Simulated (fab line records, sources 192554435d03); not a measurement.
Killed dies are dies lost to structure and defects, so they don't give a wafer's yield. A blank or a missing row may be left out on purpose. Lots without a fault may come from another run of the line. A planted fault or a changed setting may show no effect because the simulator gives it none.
fab line records | flow n5_finfet
record lots=5 wafers=14 last_day=19
route steps=1938 shown BEOL_M4@1091 BEOL_M5@1112 PASSIVATION@1936
lots that met no fault: from a run of the same line without faults
start_h: hours from the record's first day to the start of the lot's first wafer shown | wait_h: hours since the lot's step before | " the same as in the row above | L1.1+2: a row that stands for several wafers | - no value, or no start given | * or withheld: withheld | < > ~ a bound
route shown NAME@n: a module of which the file shows steps, and the number in the route of the first | usual: mean/standard deviation of fault-free wafers | same: alike in all rows | chamber/n: place in a boat | sites: the reading at each site | _std_site: their standard deviation | _edge_site: outer sites' mean less inner sites' | radius_mm: how far each site lies from the wafer's centre | mask NAME#n: copy n | behind: the tool/chamber that last shaped the wafer | hold: why the lot was held/for how many hours/how that ended | device: the transistor (n, p or np) that didn't switch | end of line: the same wafers' tests at the end of the route | a step without rows: its recipe alone | killed: dies lost to structure and defects at the first sort, not the wafer's yield | map: a wafer's dies, x killed, . not, _ none there
set.NAME: the setting as run; set.NAME@STEP: as run at that earlier step | model.NAME: the simulator's own value behind a step, which no gauge read
lots at some steps of the route; a table a step, a row a wafer
services: from which hour (start_h, from the record's first day; less than 0 if before it) a tool's chamber was out of use, for how many hours, and why
## steps
# step N5_BEOL_M4_ANNEAL_87
# recipe temp_c=400 time_s=240 ambient=vacuum
# usual heater_power_w=858/93
# same time_s=240
# columns lot.wafer tool chamber start_h wait_h heater_power_w
L659.3 pvd_sputter-03 - 212.53 0.0 765
L659.4 " - " " 779
L668.2 pvd_sputter-03 - 278.91 0.0 827
L668.4 " - " " 773
L668.6 " - " " 773
L670.1 pvd_sputter-01 - 282.86 0.0 934
L670.2 " - " " 898
L670.4 " - " " 795
L673.2 pvd_sputter-02 - 289.72 0.0 744
L673.3 " - " " 844
L673.5 " - " " 866
L678.2 pvd_sputter-03 - 340.57 0.0 830
L678.5 " - " " 769
L678.6 " - " " 881
# step N5_BEOL_M4_SPUTTER_88
# recipe material=Cu target_thk_a=45 temp_c=-20 chamber_pressure_pa=0.07 power_w=withheld time_s=8.29
# usual throttle_valve_pct=30.0/0.98
# same time_s=8.29
# columns lot.wafer tool chamber start_h wait_h throttle_valve_pct
L659.3 pvd_sputter-03 - 212.67 0.1 30.5
L659.4 " - " " 30.2
L668.2 pvd_sputter-03 - 279.05 0.1 30.4
L668.4 " - " " 30.0
L668.6 " - " " 30.1
L670.1 pvd_sputter-01 - 283.00 0.1 29.5
L670.2 " - " " 30.2
L670.4 " - " " 32.0
L673.2 pvd_sputter-02 - 289.86 0.1 29.6
L673.3 " - " " 30.7
L673.5 " - " " 30.5
L678.2 pvd_sputter-03 - 340.71 0.1 30.2
L678.5 " - " " 30.8
L678.6 " - " " 28.4
# step N5_BEOL_M4_ANNEAL_89
# recipe temp_c=400 time_s=240 ambient=vacuum
# step N5_BEOL_M4_SPUTTER_90
# recipe material=Cu target_thk_a=45 temp_c=-20 chamber_pressure_pa=0.07 power_w=withheld time_s=8.29
# step N5_BEOL_M4_ANNEAL_91
# recipe temp_c=400 time_s=240 ambient=vacuum
# usual heater_power_w=857/93
# same time_s=240
# columns lot.wafer tool chamber start_h wait_h heater_power_w
L659.3 pvd_sputter-03 - 212.97 0.0 777
L659.4 " - " " 777
L668.2 pvd_sputter-03 - 279.35 0.0 839
L668.4 " - " " 770
L668.6 " - " " 768
L670.1 pvd_sputter-01 - 283.30 0.0 905
L670.2 " - " " 910
L670.4 " - " " 798
L673.2 pvd_sputter-02 - 290.16 0.0 733
L673.3 " - " " 851
L673.5 " - " " 859
L678.2 pvd_sputter-03 - 341.01 0.0 819
L678.5 " - " " 764
L678.6 " - " " 887
# step N5_BEOL_M4_SPUTTER_92
# recipe material=Cu target_thk_a=45 temp_c=-20 chamber_pressure_pa=0.07 power_w=withheld time_s=8.29
# step N5_BEOL_M4_ANNEAL_93
# recipe temp_c=400 time_s=240 ambient=vacuum
# step N5_BEOL_M4_SPUTTER_94
# recipe material=Cu target_thk_a=45 temp_c=-20 chamber_pressure_pa=0.07 power_w=withheld time_s=8.29
# step N5_BEOL_M4_ANNEAL_95
# recipe temp_c=400 time_s=240 ambient=vacuum
# step N5_BEOL_M4_SPUTTER_96
# recipe material=Cu target_thk_a=45 temp_c=-20 chamber_pressure_pa=0.07 power_w=withheld time_s=8.29
# usual throttle_valve_pct=30.0/0.97
# same time_s=8.29
# columns lot.wafer tool chamber start_h wait_h throttle_valve_pct
L659.3 pvd_sputter-03 - 213.55 0.1 30.7
L659.4 " - " " 30.0
L668.2 pvd_sputter-03 - 279.93 0.1 29.6
L668.4 " - " " 30.1
L668.6 " - " " 30.3
L670.1 pvd_sputter-01 - 283.88 0.1 29.5
L670.2 " - " " 30.1
L670.4 " - " " 31.9
L673.2 pvd_sputter-02 - 290.74 0.1 29.5
L673.3 " - " " 30.4
L673.5 " - " " 30.3
L678.2 pvd_sputter-03 - 341.59 0.1 30.3
L678.5 " - " " 30.6
L678.6 " - " " 28.5
# step N5_BEOL_M4_ECD_50
# recipe material=Cu target_thk_a=3000
# step N5_BEOL_M4_ANNEAL_51
# recipe temp_c=225 time_s=90 ambient=N2
# step N5_BEOL_M4_CMP_52
# recipe stop_on=SiOC t_overpolish_s=6.8 down_force_psi=1 platen_rpm=50 clearing_platen_down_force_psi=1.5 clearing_platen_rpm=50 post_cmp_clean=cu_alkaline target_thk_nm=40 clearing_platen_pad_velocity_m_s=0.99484 pad_velocity_m_s=0.99484
# usual barrier_field_endpoint_s=24.6/0.6 motor_current_A=6.1/0.62 overpolish_run_s=6.800/0.0093 time_to_endpoint_s=62/3.1
# columns lot.wafer tool chamber start_h wait_h barrier_field_endpoint_s motor_current_A overpolish_run_s time_to_endpoint_s
L659.4 cmp-04 0 214.05 0.1 25.2 5.9 6.787 66
L659.3 " 2 " " 24.1 6.3 6.785 61
L668.2 cmp-01 1 280.43 0.2 24.1 6.6 6.800 61
L668.4 " 2 " " 25.0 5.4 6.807 64
L668.6 " 1 " " 24.9 5.9 6.805 60
L670.4 cmp-01 2 284.41 0.2 24.8 5.5 6.795 63
L670.1 " 3 " " 24.6 5.7 6.794 67
L670.2 " 0 " " 24.1 7.0 6.815 62
L673.2 cmp-03 2 291.24 0.2 24.3 6.0 6.793 63
L673.3 " 3 " " 24.4 6.5 6.800 59
L673.5 " 3 " " 23.3 6.3 6.813 57
L678.2 cmp-04 3 342.11 0.2 25.0 6.1 6.804 70
L678.5 " 3 " " 24.6 6.6 6.796 63
L678.6 " 0 " " 25.8 6.0 6.795 67
# step N5_BEOL_M4_PRE_CLEAN_60
# recipe gas=NH3/H2 time_s=15 temp_c=* rf_power_w=300
# step N5_BEOL_M4_CO_CAP_55
# recipe material=Co target_thk_a=20 temp_c=200 precursor=CCTBA/H2 pressure_torr=30 time_s=102.1
# step N5_BEOL_M4_PRE_CLEAN_56
# recipe gas=NH3 time_s=15 temp_c=withheld rf_power_w=300
# step N5_BEOL_M4_DEP_57
# recipe material=SiCN target_thk_a=80 temp_c=withheld precursor=3MS/NH3 pressure_torr=3 rf_w=202 time_s=14
# step N5_BEOL_M4_INSPECT_59
# recipe inspect_instrument=darkfield mode=post_dep
# usual raw_defect_count=74/23
# columns lot.wafer tool chamber start_h wait_h raw_defect_count
L659.3 defect_inspect-02 - 214.63 0.0 73
L659.4 " - " " 78
L668.2 defect_inspect-02 - 281.01 0.0 94
L668.4 " - " " 105
L668.6 " - " " 89
L670.1 defect_inspect-02 - 284.96 0.0 63
L670.2 " - " " 1403
L670.4 " - " " 76
L673.2 defect_inspect-02 - 291.82 0.0 65
L673.3 " - " " 68
L673.5 " - " " 46
L678.2 defect_inspect-01 - 342.74 0.0 58
L678.5 " - " " 64
L678.6 " - " " 67
# step N5_BEOL_M5_ILD_DEP_00
# recipe material=SiCOH_lowk target_thk_a=1406.4 temp_c=300 precursor=DEMS/porogen pressure_torr=5 rf_w=500 time_s=25.9
# step N5_BEOL_M5_CURE_79
# recipe temp_c=385 time_s=240 ambient=He/Ar material=SiCOH_lowk
# step N5_BEOL_M5_THK_MEAS_01
# recipe reads=SiCOH_lowk_of_BEOL_M5_ILD_DEP_00
# usual M5_ILD_THK=122.3/1.5
# columns lot.wafer tool chamber start_h wait_h M5_ILD_THK[nm]
L659.3 film_metro-02 - 216.67 0.5 120.1
L659.4 " - " " 123.7
L668.2 film_metro-01 - 282.57 0.4 121.7
L668.4 " - " " 123.1
L668.6 " - " " 122.1
L670.1 film_metro-02 - 286.52 0.4 122.7
L670.2 " - " " 122.7
L670.4 " - " " 124.6
L673.2 film_metro-01 - 293.39 0.4 122.2
L673.3 " - " " 121.6
L673.5 " - " " 122.5
L678.2 film_metro-01 - 344.30 0.4 120.3
L678.5 " - " " 121.8
L678.6 " - " " 122.9
# step N5_BEOL_M5_PECVD_70
# recipe material=SiO2 target_thk_a=160 temp_c=400 precursor=TEOS/O2 pressure_torr=5.5 rf_w=450 teos_flow_sccm=53.8 gas=O2 flow_sccm=3000 time_s=18
# step N5_BEOL_M5_HM_DEP_02
# recipe material=TiN target_thk_a=200 temp_c=25 chamber_pressure_pa=0.49996
# usual throttle_valve_pct=30.0/0.95
# columns lot.wafer tool chamber start_h wait_h throttle_valve_pct
L659.3 pvd_sputter-03 - 217.55 0.8 30.2
L659.4 " - " " 30.9
L668.2 pvd_sputter-03 - 283.81 1.2 29.8
L668.4 " - " " 30.8
L668.6 " - " " 29.8
L670.1 pvd_sputter-01 - 287.30 0.7 31.8
L670.2 " - " " 29.7
L670.4 " - " " 30.1
L673.2 pvd_sputter-03 - 294.77 1.3 30.8
L673.3 " - " " 28.7
L673.5 " - " " 30.0
L678.2 pvd_sputter-03 - 345.49 1.1 28.4
L678.5 " - " " 28.3
L678.6 " - " " 30.7
# step N5_BEOL_M5_COAT_59
# recipe resist=SOC temp_c=250 time_s=60 spin_rpm=1500 resist_thk_nm=60
# step N5_BEOL_M5_COAT_60
# recipe resist=SiARC temp_c=220 time_s=60 spin_rpm=1500 resist_thk_nm=12
# step N5_BEOL_M5_COAT_71
# recipe resist=underlayer temp_c=205 time_s=60 spin_rpm=1500 resist_thk_nm=5
# step N5_BEOL_M5_COAT_05
# recipe resist=CAR-EUV spin_rpm=1500 resist_thk_nm=30
# step N5_BEOL_M5_EBR_07
# recipe solvent=PGMEA ebr_width_mm=1.5
# step N5_BEOL_M5_SOFTBAKE_06
# recipe temp_c=110 time_s=60 resist=CAR-EUV
# step N5_BEOL_M5_EXPOSE_08
# recipe mask_id=M5 na=0.33 source_shape=annular sigma_inner=0.4 sigma_outer=0.8 polarization=unpolarized target_cd_nm=28 dose_mj=35.75
# step N5_BEOL_M5_PEB_09
# recipe peb_temp_c=100 peb_time_s=60 resist=CAR-EUV
# step N5_BEOL_M5_DEVELOP_10
# recipe develop_time_s=30 developer=TMAH resist=CAR-EUV rinse_liquid=surfactant_rinse dry=air_spin dev_temp_c=23
# step N5_BEOL_M5_CD_MEAS_11
# recipe target_cd_nm=27.74 landing_energy_ev=500 detector=se_inlens
# usual cd_nm=28.08/0.25
# columns lot.wafer tool chamber start_h wait_h cd_nm
L659.3 cd_sem-01 0 218.07 - 27.96
L659.4 " 0 " " 28.24
L668.2 cd_sem-03 0 284.21 - 27.87
L668.4 " 0 " " 28.21
L668.6 " 0 " " 28.15
L670.1 cd_sem-03 0 287.82 - 28.12
L670.2 " 0 " " 28.17
L670.4 " 0 " " 28.11
L673.2 cd_sem-01 0 295.29 - 27.96
L673.3 " 0 " " 27.79
L673.5 " 0 " " 27.88
L678.2 cd_sem-02 0 345.88 - 28.49
L678.5 " 0 " " 28.31
L678.6 " 0 " " 28.03
# step N5_BEOL_M5_OVL_MEAS_12
# recipe points_per_wafer=522
# usual M5_OVL=0.2/0.72
# same points_per_wafer=522
# columns lot.wafer tool chamber start_h wait_h M5_OVL[nm]
L659.3 overlay-02 0 218.11 0.0 0.0
L659.4 " 0 " " -0.1
L668.2 overlay-01 0 284.24 0.0 0.4
L668.4 " 0 " " 1.1
L668.6 " 0 " " 0.8
L670.1 overlay-01 0 287.85 0.0 -0.2
L670.2 " 0 " " 0.9
L670.4 " 0 " " -0.3
L673.2 overlay-02 0 295.33 0.0 0.7
L673.3 " 0 " " -0.9
L673.5 " 0 " " 0.4
L678.2 overlay-02 0 345.91 0.0 0.2
L678.5 " 0 " " 1.0
L678.6 " 0 " " 1.0
# step N5_BEOL_M5_INSPECT_13
# recipe mode=adi inspect_instrument=brightfield
# usual raw_defect_count=438/100
# columns lot.wafer tool chamber start_h wait_h raw_defect_count
L659.3 defect_inspect-02 - 218.16 0.0 466
L659.4 " - " " 531
L668.2 defect_inspect-02 - 284.29 0.0 383
L668.4 " - " " 368
L668.6 " - " " 372
L670.1 defect_inspect-02 - 287.98 0.1 591
L670.2 " - " " 1795
L670.4 " - " " 467
L673.2 defect_inspect-02 - 295.38 0.0 313
L673.3 " - " " 494
L673.5 " - " " 281
L678.2 defect_inspect-02 - 345.97 0.0 393
L678.5 " - " " 408
L678.6 " - " " 416
# step N5_BEOL_M5_DESCUM_16
# recipe chemistry=O2 time_s=7 source_power_w=50 bias_power_w=20 pressure_mtorr=20 rf_frequency_hz=2.712e+07 temp_c=40 resist=CAR-EUV o2_flow_sccm=225
# step N5_PASSIVATION_PROBE_49
# usual defect_limited_yield=91.6/1.4 killed_at_M0_to_M3=33/10 killed_at_M4_up=13/5.3 killed_at_contacts=13/5.9 killed_at_front_end=36/12 killed_at_other=4/3.1 killed_dies=99/16 killed_on_rim=13/4.2 killed_open=65/13 killed_short=32/7.3 sort_bin_5_function=4.9/0.9 sort_bin_6_memory=3.1/0.66 sort_n_pass=1081/17 sort_yield_pct=91.6/1.4
# same gross_dies=1180 killed_at_back_side=0 sort_bin_4_leakage[%]=0 sort_bin_8_speed[%]=0
# columns lot.wafer tool chamber start_h wait_h defect_limited_yield[%] killed_at_M0_to_M3 killed_at_M4_up killed_at_contacts killed_at_front_end killed_at_other killed_dies killed_on_rim killed_open killed_short sort_bin_5_function[%] sort_bin_6_memory[%] sort_n_pass sort_yield_pct[%]
L668.2 prober-02 - 385.25 0.1 94.5 24 7 2 30 2 65 11 44 20 2.8 2.3 1115 94.5
L668.4 prober-02 - 385.35 0.2 93.3 32 11 5 26 5 79 13 49 27 4.5 1.9 1101 93.3
L668.6 prober-02 - 385.45 0.3 92.5 22 6 10 44 7 89 2 54 32 4.4 2.6 1091 92.5
L670.2 prober-01 - 397.97 0.1 30.1 8 779 11 26 1 825 114 37 16 49.1 16.4 355 30.1
# killed by level:class
L668.2 FIN_SAQP:geometric_particle:short=7 BEOL_M0_SAQP:geometric_particle:short=6 FIN_SAQP:geometric_particle:open=5 STI_FIN_REVEAL:geometric_particle:open=5 DUMMY_GATE:geometric_particle:open=5 BEOL_M0_SAQP:geometric_particle:open=5 BEOL_M2:geometric_particle:open=4 BEOL_M3:geometric_particle:open=4
L668.4 BEOL_M4:geometric_particle:open=10 FIN_SAQP:geometric_particle:short=9 BEOL_M2:geometric_particle:open=7 BEOL_M3:geometric_particle:open=7 BEOL_M0_SAQP:geometric_particle:open=6 FIN_SAQP:geometric_particle:open=5 BEOL_M3:geometric_particle:short=4 DUMMY_GATE:geometric_particle:open=3
L668.6 STI_FIN_REVEAL:geometric_particle:open=9 FIN_SAQP:geometric_particle:open=8 GATE_CUT:geometric_particle:short=6 MOL_CONTACT_COAG:geometric_particle:open=6 BEOL_M0_SAQP:geometric_particle:short=6 FIN_SAQP:geometric_particle:short=5 GATE_CUT:geometric_particle:open=5 BEOL_M0_SAQP:geometric_particle:open=4
L670.2 BEOL_M4:unspecified=772 MOL_CONTACT_COAG:geometric_particle:open=9 DUMMY_GATE:geometric_particle:open=5 BEOL_M1:geometric_particle:open=5 FIN_SAQP:geometric_particle:open=4 FIN_SAQP:geometric_particle:short=4 STI_FIN_REVEAL:geometric_particle:open=3 DUMMY_GATE:geometric_particle:short=2
# map L670.2 (x killed, . not)
_________________.xxxxxxxxxx.________________
______________.x.xxxx.x.xxxx.xxx_____________
___________xxxxxx.x.xxx.x.xx.x.x.xx__________
__________x.x.x.xxx..xx.xx.x.xxxxxxx_________
________xxxxxxxxxxxxxxx.x.xx.xx..xxxx._______
_______xx...xxx..xx.xxx..xxx.xx..x..xx.______
______x.xxx..xxxxxxxxxxxxx.x.xxxxxxxx.x._____
_____xxx.xxxxx.xx......xx..xxxxxxxx.xxxxx____
____xxxxx.xx.xx.xxxxxxxxx.xx.x..xx.xxx.x.x___
___..xxx.xx.xxxxx.x.x.xx.xxxx...xxx.x.xx.xx__
___x.x..xx..xxxxxx.xxxx.xxx.xxxxx..xxxx.x.x__
__.xxxxxxx.xx.xx..xxxx.xxxx.xxxx.xxx.x.x.x.._
__xxxxx..x.xx...xxxxxx.xxxxx..xxxxxx.x.xxx.x_
_xx.x.xxxxx.xxx...xxx.x.xxx.xxxx.xxxx.xxxxxxx
_x.xx..x.xx.x.xxx.xxxxx.xx.x.xx...x.xx.x..xx.
_.xxxxxxx.xxxxxx.xx.x.x.xxxxxxx.x..xxxxxxx.x.
_x.xx..xx..x...x..xx.xx...xxx.x.x.xxxxxxx.x..
_xxxxxx.xx.xxxxx.xx..xxx.x.xxx.xxxx.xx.xxxx.x
_xxx.xxxxx.xx.x...xxxxxxxxx.x.xx..x..xxxx.xxx
_xxxxxxx.xxx.xxxxxx.xxx.xxxx.xxx..xxx.xx.xxx.
_xxxxxxxxxxx.xxxxxx..xxxxxx...xxx.xxxxx.xx.x.
__...x.x..x.x.xxx.xx.xxxxxxxxxxxxxxx.xxxxxxx_
__x.x.x.x.x.x.x.x...xxxxxxxx...xx.xxxxxxxxxx_
___xxxxxxx.xx.x...xxxx.xxxx.xx.xxxxx.xxxxxx__
___xx.xxxx.x....x.....xx.xxx.x.xxx.xxx.xxxx__
____xx.xx.xxxx.x.xx.xx.xxxxxxxxxxx.x.xx.x.___
_____x.xx.xxx.xxxxxxx..xxxxxx.....x.xxxxx____
______xx.xx.x.....x.xxxxxxx.xxxxxxx..xxx_____
_______xx.xxx.x.xxxx..x..xxx.xx..xxx.xx______
________xxxxx.xx.x...xxxx..xxxxxxxx..x_______
__________xxx.xx..x..xxxxxxx.xx.x.x._________
___________xxxx.x...x.x.xxxx.x.....__________
______________.x.x.xxxxx.x.xxxxx_____________
_________________x..xxxxxxxxx________________
# map L668.6 (x killed, . not)
_________________............________________
______________.................._____________
___________........x...............__________
__________....x......x........x....._________
________....................x........._______
_______..............x.................______
______.......x..........x..............._____
_____...x..........x...........x......x..____
____.........x..x..x....x....x............___
___..................x..........x.x..x.....__
___....x..x..x..................x.x..x.....__
__.............x.x.......x.............x...._
__.....................x..............x....._
_....x.............................xx........
_............................................
_....x.x........x............x...............
_...x.....xx.........................xx......
_........x.................................x.
_...........x..................x....x........
_..xx.xxx.....x.......................x......
_.................x.....x........x...........
__x....x........x.....x............x........_
__........x...............x...x....x..x....._
___...........................x............__
___........................................__
____.............xx....................x..___
_____....x.....................x...x.....____
______..x..............x...........x...._____
_______.x....x......x..........x.......______
________.........x.........x......x..._______
__________.........................._________
___________......x.................__________
______________.....x............_____________
_________________............________________
## services
# columns tool chamber start_h hours kind
cmp-03 - 205.77 5.1 pm
cmp-03 - 211.24 3.4 pm
cmp-03 - 215.43 0.8 repair
cmp-03 - 216.23 10.9 pm
cmp-03 - 230.18 2.7 repair
cmp-01 - 232.11 4.0 pm
cmp-01 - 236.11 - consumable_replace:conditioner
cmp-01 - 236.11 - consumable_replace:pad
cmp-03 - 240.72 4.0 pm
cmp-03 - 244.72 - consumable_replace:conditioner
cmp-03 - 244.72 - consumable_replace:pad
cmp-03 - 257.37 10.0 repair
cmp-01 - 275.76 1.8 repair
cmp-04 - 314.51 2.5 repair
cmp-01 - 331.94 3.6 pm
cmp-03 - 332.25 1.2 repair
## key
first_sign step=N5_BEOL_M4_INSPECT_59 reading=raw_defect_count direction=up sigmas=57 usual=74 struck=1403
effect step=N5_BEOL_M5_INSPECT_13 reading=raw_defect_count direction=up sigmas=13 usual=438 struck=1795
effect step=N5_PASSIVATION_PROBE_49 reading=killed_at_M4_up direction=up sigmas=99+ usual=13 struck=779
more_kills_born_at N5_BEOL_M4_CMP_52@cmp-01=772
met_at N5_BEOL_M4_CMP_52
struck_wafers L670.2
fault kind=chamber_particle_source tool=cmp-01 chamber=0 onset_h=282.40 steps=N5_BEOL_M4_CMP_52 rate_per_visit_cm2=1.9953 end_h=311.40
